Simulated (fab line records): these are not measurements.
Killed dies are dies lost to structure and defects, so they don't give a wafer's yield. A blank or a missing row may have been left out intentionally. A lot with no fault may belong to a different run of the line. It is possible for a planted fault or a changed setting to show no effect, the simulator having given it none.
fab line records    flow n5Finfet    part 2 of 2: steps 28 to 33 of 33
record lots=5  wafers=15  lastDay=17
route steps=1938 shown BEOL_M12@1646 BEOL_M13@1659
lots that met no fault: taken from a fault-free run of the same line
startH: start of the lot's first displayed wafer, in hours after the record's first day    waitH: hours from the lot's prior step to this one    " as in the row above    L1.1+2: a single row standing in for several wafers    - value missing, or start not given    * or withheld: withheld    < > ~ a bound
route shown NAME@n: a module of which the file shows steps, and the number in the route of the first    usual: mean and standard deviation over wafers with no fault    same: alike in all rows    chamber/n: place in a boat    sites: per-site readings    _std_site: their standard deviation    _edge_site: outer sites' mean less inner sites'    radiusMm: for every site, how far away it sits from the centre of the wafer    mask NAME#n: copy n    behind: the most recent tool/chamber to have shaped the wafer    hold: cause of the lot's hold/its duration in hours/its outcome    device: whichever transistor did not switch (one of n, p or np)    end of line: the route-end tests of the same wafers    where a step has no rows: the recipe by itself    killed: dies lost to structure and defects at the first sort, not the wafer's yield    map: the dies of a wafer, with x for killed, . for not killed, _ for no die there
set.NAME: the setting the step ran with; set.NAME@STEP: the setting that earlier step ran with    model.NAME: the simulator's own value behind a step, which no gauge read
certain route steps with their lots: each step a table, each wafer a row
services: from which hour (startH, from the record's first day; less than 0 if before it) a tool's chamber was out of use, for how many hours, and why
## steps
# step N5_BEOL_M13_ETCH_59
# recipe chemistry=N2/H2  target=BARC  targetDepthA=890  overetchA=267  timeS=67.9  ionEnergyEv=200  pressureMtorr=30  sourceW=840  biasW=150  n2FlowSccm=200  h2FlowSccm=200
# usual drypumpMotorCurrentA=5.9/0.37  oesProductAu=0.69/0.063  rfVppV=523.9/2.1  showerheadPlenumPTorr=2.54/0.067  throttleValvePct=17.9/0.32
lot.wafer  tool        chamber  startH  waitH  drypumpMotorCurrentA  oesProductAu  rfHoursCounterH  rfVppV  showerheadPlenumPTorr  throttleValvePct
L078.1     rieDiel-03  1        276.77  0.0    6.1                   0.62          198              526.5   2.63                   18.4
L078.2     "           3        "       "      6.3                   0.63          185              526.4   2.62                   17.8
L078.3     "           0        "       "      5.6                   0.72          76               522.1   2.47                   17.3
L084.2     rieDiel-03  1        315.00  0.0    6.1                   0.61          209              527.6   2.63                   18.4
L084.4     "           3        "       "      6.3                   0.62          195              524.6   2.62                   17.8
L084.5     "           2        "       "      6.3                   0.73          -                523.5   2.47                   17.7
L088.1     rieDiel-03  1        337.36  0.0    6.1                   0.62          216              525.8   2.62                   18.4
L088.3     "           2        "       "      6.3                   0.72          66               521.7   2.46                   17.7
L088.5     "           3        "       "      6.3                   0.62          -                526.8   2.62                   17.8
L095.1     rieDiel-04  0        376.58  0.0    6.3                   0.70          59               522.0   2.48                   18.1
L095.3     "           2        "       "      5.6                   0.65          162              520.4   2.44                   18.1
L095.4     "           3        "       "      5.5                   0.63          -                523.6   2.53                   17.9
L096.4     rieDiel-06  0        378.40  0.0    5.8                   0.72          40               524.3   2.59                   17.6
L096.5     "           2        "       "      5.2                   0.65          -                524.4   2.55                   18.2
L096.6     "           1        "       "      5.9                   0.80          -                523.9   2.49                   18.1
# step N5_BEOL_M13_VIA_ETCH_16
# recipe chemistry=C4F8/O2/Ar  target=SiOC  pressureMtorr=30  sourceW=3000  biasW=700  Ar_flow_sccm=400  C4F8_flow_sccm=15  O2_flow_sccm=8  heInnerTorr=15  heOuterTorr=30  targetDepthA=9217  timeS=withheld  ionEnergyEv=250  ends=cleared
# usual C4F8_flow_sccm=15.00/0.045  O2_flow_sccm=8.003/0.024  drypumpMotorCurrentA=5.9/0.37  oesProductAu=0.73/0.071  rfVppV=665.5/2.5  showerheadPlenumPTorr=3.42/0.086  throttleValvePct=24.2/0.32
lot.wafer  tool        chamber  startH  waitH  C4F8_flow_sccm  O2_flow_sccm  drypumpMotorCurrentA  oesProductAu  rfVppV  showerheadPlenumPTorr  throttleValvePct
L078.1     rieDiel-03  1        276.82  0.0    14.96           7.972         6.1                   0.65          668.1   3.53                   24.7
L078.2     "           3        "       "      14.99           7.986         6.3                   0.66          670.0   3.54                   24.2
L078.3     "           0        "       "      14.99           8.037         5.7                   0.76          664.1   3.33                   23.7
L084.2     rieDiel-03  1        315.05  0.0    15.02           7.996         6.1                   0.64          667.2   3.53                   24.7
L084.4     "           3        "       "      15.02           8.015         6.4                   0.66          667.7   3.53                   24.2
L084.5     "           2        "       "      14.89           7.987         6.3                   0.77          664.2   3.33                   24.0
L088.1     rieDiel-03  1        337.41  0.0    15.02           7.942         6.1                   0.64          667.0   3.52                   24.7
L088.3     "           2        "       "      15.01           7.981         6.3                   0.77          663.3   3.32                   24.0
L088.5     "           3        "       "      15.07           7.995         6.3                   0.65          668.7   3.53                   24.2
L095.1     rieDiel-04  0        376.64  0.0    15.01           7.998         6.3                   0.77          664.2   3.33                   24.4
L095.3     "           2        "       "      14.97           8.013         5.6                   0.68          662.2   3.28                   24.3
L095.4     "           3        "       "      15.04           8.022         5.4                   0.66          664.2   3.41                   24.2
L096.4     rieDiel-06  0        378.45  0.0    15.07           7.985         5.7                   0.77          667.8   3.47                   23.9
L096.5     "           2        "       "      15.02           8.010         5.2                   0.68          667.4   3.40                   24.4
L096.6     "           1        "       "      15.00           7.972         5.9                   0.84          662.8   3.36                   24.5
# step N5_BEOL_M13_STRIP_63
# recipe chemistry=N2/H2  powerW=1000  tempC=250  h2Frac=0.65  overashFraction=0.3  pressureMtorr=1000  n2FlowSccm=1750  h2FlowSccm=3250
# usual drypumpMotorCurrentA=5.7/0.41  heaterPowerW=336/36  oesProductAu=0.675/0.0048  stripTimeToEndpointS=28.0/1
lot.wafer  tool            chamber  startH  waitH  drypumpMotorCurrentA  heaterPowerW  oesProductAu  rfHoursCounterH  stripTimeToEndpointS
L078.1     plasmaAsher-02  1        277.06  -      5.3                   291           0.684         75               29.1
L078.2     "               0        "       "      5.4                   348           0.671         75               28.6
L078.3     "               0        "       "      5.4                   342           0.669         -                27.2
L084.2     plasmaAsher-02  1        315.32  -      5.2                   283           0.678         83               28.9
L084.4     "               1        "       "      5.2                   285           0.675         -                28.1
L084.5     "               0        "       "      5.5                   338           0.679         -                27.0
L088.1     plasmaAsher-01  1        337.65  -      5.6                   377           0.675         134              29.0
L088.3     "               0        "       "      6.3                   328           0.673         -                27.6
L088.5     "               0        "       "      6.3                   328           0.672         -                26.5
L095.1     plasmaAsher-02  1        376.87  -      5.2                   282           0.675         94               29.4
L095.3     "               1        "       "      5.2                   290           0.671         -                28.2
L095.4     "               0        "       "      5.5                   340           0.672         -                28.4
L096.4     plasmaAsher-02  1        378.70  -      5.3                   292           0.672         -                27.4
L096.5     "               0        "       "      5.5                   337           0.674         -                27.2
L096.6     "               1        "       "      5.2                   291           0.669         -                27.6
# step N5_BEOL_M13_STRIP_64
# recipe chemistry=N2/H2  powerW=1000  tempC=250  h2Frac=0.65  overashFraction=0.3  pressureMtorr=withheld  n2FlowSccm=1750  h2FlowSccm=3250
# usual drypumpMotorCurrentA=5.7/0.41  heaterPowerW=336/38  oesProductAu=0.715/0.0046  stripTimeToEndpointS=31.32/0.071
lot.wafer  tool            chamber  startH  waitH  drypumpMotorCurrentA  heaterPowerW  oesProductAu  rfHoursCounterH  stripTimeToEndpointS
L078.1     plasmaAsher-02  1        277.12  0.0    5.3                   285           0.715         75               31.37
L078.2     "               0        "       "      5.5                   336           0.706         75               31.36
L078.3     "               0        "       "      5.4                   347           0.721         -                31.29
L084.2     plasmaAsher-02  1        315.38  0.0    5.2                   286           0.718         83               31.27
L084.4     "               1        "       "      5.2                   293           0.706         -                31.35
L084.5     "               0        "       "      5.4                   332           0.712         -                31.23
L088.1     plasmaAsher-01  1        337.71  0.0    5.6                   395           0.717         135              31.40
L088.3     "               0        "       "      6.3                   321           0.713         -                31.40
L088.5     "               0        "       "      6.3                   328           0.722         -                31.41
L095.1     plasmaAsher-02  1        376.93  0.0    5.2                   287           0.718         94               31.35
L095.3     "               1        "       "      5.2                   287           0.720         -                31.31
L095.4     "               0        "       "      5.5                   342           0.709         -                31.29
L096.4     plasmaAsher-02  1        378.76  0.0    5.2                   283           0.717         -                31.23
L096.5     "               0        "       "      5.4                   341           0.719         -                31.27
L096.6     "               1        "       "      5.2                   287           0.713         -                31.27
# step N5_BEOL_M13_STRIP_71
# recipe chemistry=postEtchResidueRemover  timeS=60  tempC=25  removerPh=withheld  removerWaterWtPct=withheld  removerFluorideWtPct=withheld
lot.wafer   tool         chamber  startH  waitH
L078.1+2+3  wetBench-01  7,1,5    277.22  0.1
L084.2+4+5  wetBench-01  6,3,0    315.46  0.1
L088.1+3+5  wetBench-05  5,4,0    337.80  0.1
L095.1+3+4  wetBench-02  2,1,5    377.02  0.1
L096.4+5+6  wetBench-02  3,6,0    378.83  0.0
# step N5_BEOL_M13_SRD_72
# recipe timeS=30  tempC=23  rinseLiquid=diw  dry=n2Spin  spinRpm=1500  dryTimeS=30
# usual spinRpm=1499.9/0.78
lot.wafer  tool         chamber  startH  waitH  spinRpm
L078.1     wetBench-01  7        277.24  0.0    1498.5
L078.2     "            1        "       "      1499.5
L078.3     "            5        "       "      1499.9
L084.2     wetBench-01  6        315.48  0.0    1499.9
L084.4     "            3        "       "      1500.6
L084.5     "            0        "       "      1500.2
L088.1     wetBench-05  5        337.82  0.0    1499.8
L088.3     "            4        "       "      1499.8
L088.5     "            0        "       "      1499.7
L095.1     wetBench-02  2        377.04  0.0    1501.2
L095.3     "            1        "       "      1500.0
L095.4     "            5        "       "      1500.8
L096.4     wetBench-02  3        378.85  0.0    1499.6
L096.5     "            6        "       "      1500.6
L096.6     "            0        "       "      1500.8
## services
tool            chamber  startH  hours  kind
krfScanner-01   -        256.42  1.3    pm
pecvd-01        -        256.49  0.9    repair
cmp-02          -        260.23  0.3    repair
rieDiel-03      0        268.67  3.8    repair
cmp-03          -        269.07  4.0    pm
rieDiel-04      0        271.49  3.0    repair
rieDiel-04      0        283.51  6.1    repair
cmp-03          -        290.07  0.6    repair
rieDiel-04      2        291.59  9.0    repair
rieDiel-04      1        299.71  3.5    repair
plasmaAsher-01  -        312.49  4.4    repair
rieDiel-04      3        313.50  3.9    repair
pvdSputter-03   -        316.18  2.9    repair
rieDiel-04      2        319.23  6.4    repair
plasmaAsher-02  -        324.69  9.6    repair
ecdCu-02        -        335.95  9.9    repair
krfScanner-01   -        345.71  1.0    pm
rtpAnneal-02    -        349.02  1.1    pm
krfScanner-02   -        354.70  1.3    pm
cmp-04          -        357.89  7.3    pm
krfScanner-01   -        358.97  3.6    pm
rieDiel-04      3        368.70  1.9    repair
cmp-04          -        372.27  4.0    pm
rieDiel-04      -        378.32  0.1    repair
